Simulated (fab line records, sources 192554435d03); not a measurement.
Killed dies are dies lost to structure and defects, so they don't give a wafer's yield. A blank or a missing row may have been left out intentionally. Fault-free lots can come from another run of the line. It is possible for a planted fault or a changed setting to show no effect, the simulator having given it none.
Which tool did it? -- flow n5 finfet -- 32 wafers from 11 lots sampled at 4 of the route's 1938 steps

## WHAT THE GAUGES READ, wafer by wafer
N5_PASSIVATION_CD_MEAS_44: target cd 40000 nm.
lot,measured,on,cd nm (nm)
L452,day 12 13:12,cd sem-02,40002 39995 40000
L451,day 13 07:27,cd sem-01,39999 39999 40004
L456,day 13 17:07,cd sem-01,40006 39998 39998
L457,day 14 00:09,cd sem-02,40003 40006 40003
L458,day 14 20:18,cd sem-03,40000 39996 40003
L460,day 14 21:06,cd sem-01,40006 40005 40003
L461,day 15 15:37,cd sem-01,40004 40004 40007
L465,day 16 01:28,cd sem-03,39992 39996 39993
L467,day 16 14:55,cd sem-02,40000 40002 40003
L469,day 16 22:37,cd sem-03,39995 39999 39994
L470,day 17 04:19,cd sem-03,40003 40005

## WHICH TOOL RAN EACH LOT (tool, then ch and the chambers of the sampled wafers, then the start)
lot,N5_BEOL_M11_CVD_75,N5_PASSIVATION_DESCUM_12,N5_PASSIVATION_STRIP_34
L452,"cvd co-02 ch 0,1,2, day 10 21:00","rie diel-03 ch 0,1, day 12 08:29","rie diel-02 ch 0,1,3, day 12 12:08"
L451,"cvd co-01 ch 0,2, day 11 10:34","rie diel-04 ch 1,2, day 13 03:27","rie diel-02 ch 2,3, day 13 06:25"
L456,"cvd co-01 ch 0,2, day 12 04:11","rie diel-04 ch 0,1,3, day 13 12:43","rie diel-05 ch 0,2,3, day 13 16:04"
L457,"cvd co-02 ch 0,1, day 12 12:17","rie diel-04 ch 0,2, day 13 18:49","rie diel-05 ch 2,3, day 13 22:58"
L458,"cvd co-01 ch 0,2, day 13 07:36","rie diel-03 ch 1,2, day 14 15:58","rie diel-02 ch 2,3, day 14 19:14"
L460,"cvd co-01 ch 0,1, day 13 15:29","rie diel-04 ch 1,2,3, day 14 17:31","rie diel-02 ch 0,3, day 14 20:01"
L461,"cvd co-01 ch 0,1,2, day 13 23:08","rie diel-04 ch 1,2, day 15 11:14","rie diel-05 ch 1,2, day 15 14:34"
L465,"cvd co-01 ch 0,1,2, day 14 13:49","rie diel-04 ch 0,1,2, day 15 21:47","rie diel-01 ch 0,1,3, day 16 00:18"
L467,"cvd co-02 ch 0,1,2, day 15 01:51","rie diel-03 ch 0,2,3, day 16 11:49","rie diel-02 ch 0,2,3, day 16 13:52"
L469,"cvd co-01 ch 0,2, day 15 13:31","rie diel-06 ch 0,2, day 16 18:28","rie diel-05 ch 0,1,2, day 16 21:26"
L470,"cvd co-02 ch 0,2, day 15 17:48","rie diel-03 ch 1,2, day 17 01:00","rie diel-02 ch 1,3, day 17 03:16"
- N5_BEOL_M11_CVD_75: deposits Co from CCTBA/H2, target thk 2 nm, time 138.9 s.
- N5_PASSIVATION_DESCUM_12: chemistry O2, time 7.9 s.
- N5_PASSIVATION_STRIP_34: strips in O2.

## AS READ BY THE TOOLS THEMSELVES (means over the sampled wafers that have a number; for cases with no such wafer, the mark the record gives instead)
N5_PASSIVATION_DESCUM_12.
lot,tool,drypump motor current A (A),oes product au (a.u.),rf fwd power W (W),rf vpp V (V),showerhead plenum p Torr (Torr),throttle valve pct (%)
L452,rie diel-03,5.6,0.72,49.50,242.3,2.03,20.56
L451,rie diel-04,5.0,0.86,49.73,243.0,2.07,20.45
L456,rie diel-04,5.5,0.78,49.73,242.9,2.06,20.55
L457,rie diel-04,5.6,0.79,49.63,241.6,2.01,20.39
L458,rie diel-03,5.5,0.69,49.51,243.1,2.10,20.61
L460,rie diel-04,5.1,0.80,49.70,242.5,2.07,20.55
L461,rie diel-04,5.1,0.84,49.78,243.1,2.06,20.50
L465,rie diel-04,5.4,0.81,49.77,241.5,2.05,20.54
L467,rie diel-03,5.5,0.68,49.60,241.5,2.01,20.77
L469,rie diel-06,5.9,0.71,49.57,243.6,2.07,20.32
L470,rie diel-03,5.3,0.82,49.57,244.3,2.11,20.45

N5_PASSIVATION_STRIP_34.
lot,tool,drypump motor current A (A),oes product au (a.u.),rf vpp V (V),showerhead plenum p Torr (Torr),throttle valve pct (%)
L452,rie diel-02,6.0,0.73,3.9,2.04,16.72
L451,rie diel-02,6.4,0.80,3.1,2.16,16.57
L456,rie diel-05,5.6,0.87,2.0,2.11,16.56
L457,rie diel-05,5.6,0.88,3.4,2.11,16.63
L458,rie diel-02,6.4,0.77,4.1,2.15,16.58
L460,rie diel-02,6.4,0.72,3.5,2.04,16.76
L461,rie diel-05,5.9,0.91,3.8,2.05,16.50
L465,rie diel-01,6.0,0.86,3.0,2.12,16.67
L467,rie diel-02,6.3,0.73,3.5,2.08,16.64
L469,rie diel-05,5.9,0.91,4.6,2.04,16.46
L470,rie diel-02,6.0,0.81,3.6,2.05,16.59

## THE ANSWER, worked out from the rows above alone
Rule: the lots themselves supply what counts as usual. The widest of any qualifying gaps counts: lots, ordered by their means at a reading, are off when they make up no more than a third of the lots, leave a main group of 4 or more, and stand apart from it by 3 or more times the standard deviation of that group's means. If all means in a main group match to the digits the tables above print for the reading, that group is not used. Also off: a lot with no number at a reading for which 4 or more lots have one. Where the step has rows for the other lots, those lots are counted as sound. First the gauges in route order, then the tools' own readings, where a lot's mean is used as printed above. At the first step where some lot is off, the reading lying furthest off is the one used; lots without a number count as furthest.
Across all readings shown, no lot is off: no conclusion can be drawn from this.

## WHAT THE SIMULATOR HAD INSERTED
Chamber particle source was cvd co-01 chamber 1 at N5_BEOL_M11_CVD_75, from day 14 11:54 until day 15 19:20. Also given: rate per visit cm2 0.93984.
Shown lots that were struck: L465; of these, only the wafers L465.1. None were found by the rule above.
